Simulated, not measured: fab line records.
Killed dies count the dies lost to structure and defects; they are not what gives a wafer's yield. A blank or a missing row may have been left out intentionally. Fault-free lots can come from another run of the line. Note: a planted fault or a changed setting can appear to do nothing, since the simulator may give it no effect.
fab line records | flow n5Finfet
record lots=7 | wafers=39
route steps=1938 shown FIN_SAQP@146 DUMMY_GATE@237 SD_EPI_P@314 HKMG_FIN@434 MOL_CONTACT_COAG@584 BEOL_M4@1111
startH: hours from the record's first day to the start of the lot's first wafer shown | waitH: hours from the lot's prior step to this one | " identical to the entry in the row above | L1.1+2: several wafers, shown together as one row | - no value, or no start was given | * or withheld: withheld | < > ~ a bound
route shown NAME@n: a module of which the file shows steps, and the number in the route of the first | usual: the fault-free wafers' mean and standard deviation | same: alike in all rows | chamber/n: place in a boat | sites: readings site by site | _std_site: standard deviation of those values | _edge_site: inner sites' mean taken away from outer sites' mean | radiusMm: how far each site lies from the wafer's centre | mask NAME#n: copy n | behind: tool/chamber where the wafer was last shaped | hold: why the lot went on hold/how many hours it stayed there/how the hold came to an end | device: names the non-switching transistor (n, p or np) | end of line: the same wafers' tests at the end of the route | a step given without rows: its recipe and nothing more | killed: dies lost to structure and defects at the first sort, not the wafer's yield | map: shows each die of a wafer: x if killed, . if not, _ if none is there
set.NAME: the setting as run; set.NAME@STEP: as run at that earlier step | model.NAME: the simulator's own value behind a step, which no gauge read
lots whose settings were changed on purpose; a table a step, a row a wafer
## steps
# step N5_FIN_SAQP_ETCH_64
# recipe chemistry=CF4 | target=SiO2 | targetDepthA=15 | ionEnergyEv=350 | pressureMtorr=10 | icpW=800 | biasW=400 | cf4FlowSccm=80
# step N5_DUMMY_GATE_ETCH_37
# recipe chemistry=N2/H2 | target=SOC | targetDepthA=600 | overetchA=300 | tempC=40 | ionEnergyEv=200 | pressureMtorr=30 | sourceW=840 | biasW=150 | n2FlowSccm=200 | h2FlowSccm=200
# step N5_DUMMY_GATE_ETCH_31
# recipe chemistry=C4F6/O2 | target=SiO2 | maskMaterial=SOC | targetDepthA=825 | timeS=27.5 | ionEnergyEv=250 | pressureMtorr=30 | sourceW=345 | biasW=185 | Ar_flow_sccm=300 | C4F6_flow_sccm=10 | O2_flow_sccm=10
# step N5_DUMMY_GATE_ETCH_44
# recipe chemistry=HBr/O2 | overEtchFrac=0.7 | targetDepthA=1275 | stopOn=SiO2 | ionEnergyEv=60 | biasW=20 | target=poly-Si | maskMaterial=SiO2 | pressureMtorr=20 | icpW=400 | HBr_flow_sccm=120 | O2_flow_sccm=10
# step N5_SD_EPI_P_SD_RECESS_17
# recipe chemistry=HBr/Cl2/O2 | targetDepthA=391 | btTimeS=3 | pressureMtorr=10 | icpW=800 | biasW=112 | HBr_flow_sccm=150 | Cl2_flow_sccm=80 | O2_flow_sccm=12
# step N5_HKMG_FIN_ETCH_31
# recipe chemistry=CF4 | target=SiARC | targetDepthA=455 | maskMaterial=CAR-ArF | timeS=75.8 | ionEnergyEv=80 | pressureMtorr=40 | sourceW=545 | biasW=36 | Ar_flow_sccm=100 | cf4FlowSccm=100 | ends=cleared
# step N5_HKMG_FIN_NWFM_ALD_20
# recipe material=TiAlC | targetThkA=20 | tempC=300 | aldPrecursorFamily=TiCl4 | aldCoReactant=TEA | pulseTimeS=3 | purgeTimeS=2 | coReactantPurgeTimeS=2 | coReactantPulseTimeS=10 | aldCycles=7 | pressureTorr=3
# step N5_MOL_CONTACT_COAG_ETCHBACK_135
# recipe chemistry=CHF3 | target=SiO2 | targetDepthA=250 | timeS=16.7 | ionEnergyEv=200 | pressureMtorr=30 | sourceW=610 | biasW=170 | Ar_flow_sccm=200 | CHF3_flow_sccm=50
# step N5_BEOL_M4_RC_MEAS_101
# usual IOFF_N_LONG=5.5e-05/2.5e-06 | VT_N_LONG=274.9/2.2
lot.wafer | tool      | chamber | startH | waitH | set.biasW@FIN_SAQP_ETCH_64 | set.sourceW@DUMMY_GATE_ETCH_37 | set.targetDepthA@DUMMY_GATE_ETCH_31 | set.targetDepthA@DUMMY_GATE_ETCH_44 | set.targetDepthA@SD_EPI_P_SD_RECESS_17 | set.biasW@HKMG_FIN_ETCH_31 | set.coReactantPulseTimeS@HKMG_FIN_NWFM_ALD_20 | set.targetDepthA@MOL_CONTACT_COAG_ETCHBACK_135 | IOFF_N_LONG[nA/um] | VT_N_LONG[mV]
L074.1    | prober-01 | 0       | 164.22 | 0.2   | 354.4                      | 940.1                          | 735.3                               | 1373                                | 391                                    | 38.81                      | 10                                            | 250                                            | 5.47e-05           | 275.4
L074.2    | "         | 0       | "      | "     | 354.4                      | 840                            | 825                                 | 1275                                | 364                                    | 38.81                      | 10                                            | 250                                            | 5.39e-05           | 273.2
L074.3    | "         | 0       | "      | "     | 354.4                      | 940.1                          | 825                                 | 1373                                | 364                                    | 36                         | 7.851                                         | 250                                            | 4.87e-05           | 278.7
L074.4    | "         | 0       | "      | "     | 400                        | 840                            | 735.3                               | 1373                                | 391                                    | 36                         | 10                                            | 277                                            | 5.35e-05           | 272.9
L074.5    | "         | 0       | "      | "     | 400                        | 840                            | 825                                 | 1275                                | 391                                    | 36                         | 7.851                                         | 277                                            | 4.85e-05           | 282.3
L074.6    | "         | 0       | "      | "     | 400                        | 940.1                          | 735.3                               | 1275                                | 364                                    | 38.81                      | 7.851                                         | 277                                            | 4.72e-05           | 279.0
L076.1    | prober-02 | 0       | 200.77 | 0.0   | 400                        | 788.7                          | 747.5                               | 1275                                | 391                                    | 30.33                      | 10                                            | 266.3                                          | 5.5e-05            | 273.0
L076.2    | "         | 0       | "      | "     | 400                        | 840                            | 825                                 | 1275                                | 391                                    | 36                         | 10                                            | 266.3                                          | 5.43e-05           | 272.7
L076.3    | "         | 0       | "      | "     | 475.1                      | 840                            | 747.5                               | 1275                                | 391                                    | 30.33                      | 10                                            | 250                                            | 5.47e-05           | 274.3
L076.4    | "         | 0       | "      | "     | 400                        | 788.7                          | 747.5                               | 1275                                | 391                                    | 36                         | 10                                            | 250                                            | 5.43e-05           | 274.3
L076.5    | "         | 0       | "      | "     | 475.1                      | 840                            | 825                                 | 1275                                | 391                                    | 30.33                      | 10                                            | 266.3                                          | 5.49e-05           | 274.1
L076.6    | "         | 0       | "      | "     | 475.1                      | 788.7                          | 825                                 | 1275                                | 391                                    | 36                         | 10                                            | 250                                            | 5.34e-05           | 275.4
L083.1    | prober-01 | 0       | 235.59 | 0.0   | 400                        | 840                            | 738.4                               | 1275                                | 411.9                                  | 39.96                      | 10                                            | 250                                            | 5.27e-05           | 279.2
L083.2    | "         | 0       | "      | "     | 400                        | 973.1                          | 825                                 | 1275                                | 391                                    | 36                         | 10                                            | 250                                            | 5.21e-05           | 279.4
L083.3    | "         | 0       | "      | "     | 340.6                      | 840                            | 825                                 | 1275                                | 391                                    | 36                         | 10                                            | 250                                            | 5.14e-05           | 276.7
L083.4    | "         | 0       | "      | "     | 340.6                      | 840                            | 738.4                               | 1275                                | 391                                    | 39.96                      | 10                                            | 250                                            | 5.32e-05           | 278.0
L083.5    | "         | 0       | "      | "     | 340.6                      | 973.1                          | 738.4                               | 1275                                | 411.9                                  | 36                         | 10                                            | 250                                            | 5.33e-05           | 279.5
L083.6    | "         | 0       | "      | "     | 400                        | 973.1                          | 825                                 | 1275                                | 411.9                                  | 39.96                      | 10                                            | 250                                            | 5.09e-05           | 276.7
L086.2    | prober-02 | 0       | 249.52 | 0.2   | 400                        | 840                            | 825                                 | 1275                                | 391                                    | 36                         | 10                                            | 250                                            | 5.83e-05           | 273.2
L086.5    | "         | 0       | "      | "     | 400                        | 840                            | 825                                 | 1275                                | 391                                    | 36                         | 10                                            | 250                                            | 5.9e-05            | 273.2
L086.6    | "         | 0       | "      | "     | 400                        | 840                            | 825                                 | 1275                                | 391                                    | 36                         | 10                                            | 250                                            | 5.76e-05           | 272.2
L088.1    | prober-02 | 0       | 257.40 | 0.0   | 400                        | 744                            | 719                                 | 1275                                | 391                                    | 31.55                      | 10                                            | 250                                            | 5.4e-05            | 279.5
L088.2    | "         | 0       | "      | "     | 444                        | 744                            | 825                                 | 1275                                | 391                                    | 36                         | 10                                            | 227.1                                          | 5.17e-05           | 276.6
L088.3    | "         | 0       | "      | "     | 400                        | 840                            | 825                                 | 1275                                | 375.6                                  | 31.55                      | 10                                            | 227.1                                          | 5.43e-05           | 276.1
L088.4    | "         | 0       | "      | "     | 400                        | 840                            | 719                                 | 1275                                | 391                                    | 36                         | 10                                            | 250                                            | 5.48e-05           | 276.7
L088.5    | "         | 0       | "      | "     | 444                        | 744                            | 719                                 | 1275                                | 375.6                                  | 31.55                      | 10                                            | 227.1                                          | 5.44e-05           | 274.4
L088.6    | "         | 0       | "      | "     | 444                        | 840                            | 825                                 | 1275                                | 375.6                                  | 36                         | 10                                            | 250                                            | 5.32e-05           | 277.1
L091.1    | prober-01 | 0       | 284.70 | 0.0   | 400                        | 938.2                          | 825                                 | 1409                                | 391                                    | 36                         | 10                                            | 235.1                                          | 5.31e-05           | 275.6
L091.2    | "         | 0       | "      | "     | 400                        | 840                            | 825                                 | 1275                                | 391                                    | 39.51                      | 10                                            | 250                                            | 5.37e-05           | 278.2
L091.3    | "         | 0       | "      | "     | 400                        | 938.2                          | 825                                 | 1275                                | 391                                    | 36                         | 8.894                                         | 235.1                                          | 5.09e-05           | 275.8
L091.4    | "         | 0       | "      | "     | 431.6                      | 938.2                          | 825                                 | 1409                                | 391                                    | 39.51                      | 8.894                                         | 250                                            | 5.03e-05           | 278.7
L091.5    | "         | 0       | "      | "     | 431.6                      | 840                            | 825                                 | 1409                                | 391                                    | 39.51                      | 8.894                                         | 235.1                                          | 4.88e-05           | 279.5
L091.6    | "         | 0       | "      | "     | 431.6                      | 840                            | 825                                 | 1275                                | 391                                    | 36                         | 10                                            | 250                                            | 5.45e-05           | 275.6
L092.1    | prober-02 | 0       | 286.58 | 0.0   | 400                        | 840                            | 825                                 | 1378                                | 372.6                                  | 36                         | 9.188                                         | 250                                            | 5.23e-05           | 278.6
L092.2    | "         | 0       | "      | "     | 400                        | 784.7                          | 825                                 | 1275                                | 372.6                                  | 30.7                       | 9.188                                         | 235.1                                          | 5.13e-05           | 278.4
L092.3    | "         | 0       | "      | "     | 325.7                      | 784.7                          | 825                                 | 1378                                | 391                                    | 36                         | 9.188                                         | 235.1                                          | 5.01e-05           | 279.6
L092.4    | "         | 0       | "      | "     | 325.7                      | 784.7                          | 825                                 | 1275                                | 372.6                                  | 36                         | 10                                            | 250                                            | 5.43e-05           | 273.8
L092.5    | "         | 0       | "      | "     | 325.7                      | 840                            | 825                                 | 1378                                | 391                                    | 30.7                       | 10                                            | 235.1                                          | 5.26e-05           | 274.4
L092.6    | "         | 0       | "      | "     | 400                        | 840                            | 825                                 | 1275                                | 391                                    | 30.7                       | 10                                            | 250                                            | 5.39e-05           | 276.9
## key
split step=N5_FIN_SAQP_ETCH_64 | setting=biasW | statedAs=400
response none clear
split step=N5_DUMMY_GATE_ETCH_37 | setting=sourceW | statedAs=840
response none clear
split step=N5_DUMMY_GATE_ETCH_31 | setting=targetDepthA | statedAs=825
response none clear
split step=N5_DUMMY_GATE_ETCH_44 | setting=targetDepthA | statedAs=1275
response none clear
split step=N5_SD_EPI_P_SD_RECESS_17 | setting=targetDepthA | statedAs=391
response none clear
split step=N5_HKMG_FIN_ETCH_31 | setting=biasW | statedAs=36
response none clear
split step=N5_HKMG_FIN_NWFM_ALD_20 | setting=coReactantPulseTimeS | statedAs=10
response step=N5_BEOL_M4_RC_MEAS_101 | reading=IOFF_N_LONG | slope=+2.88e-07 | per=1% | togetherWith=all | explained=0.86
response step=N5_BEOL_M4_RC_MEAS_101 | reading=VT_N_LONG | slope=-0.293 | per=1% | togetherWith=all | explained=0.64
split step=N5_MOL_CONTACT_COAG_ETCHBACK_135 | setting=targetDepthA | statedAs=250
response none clear
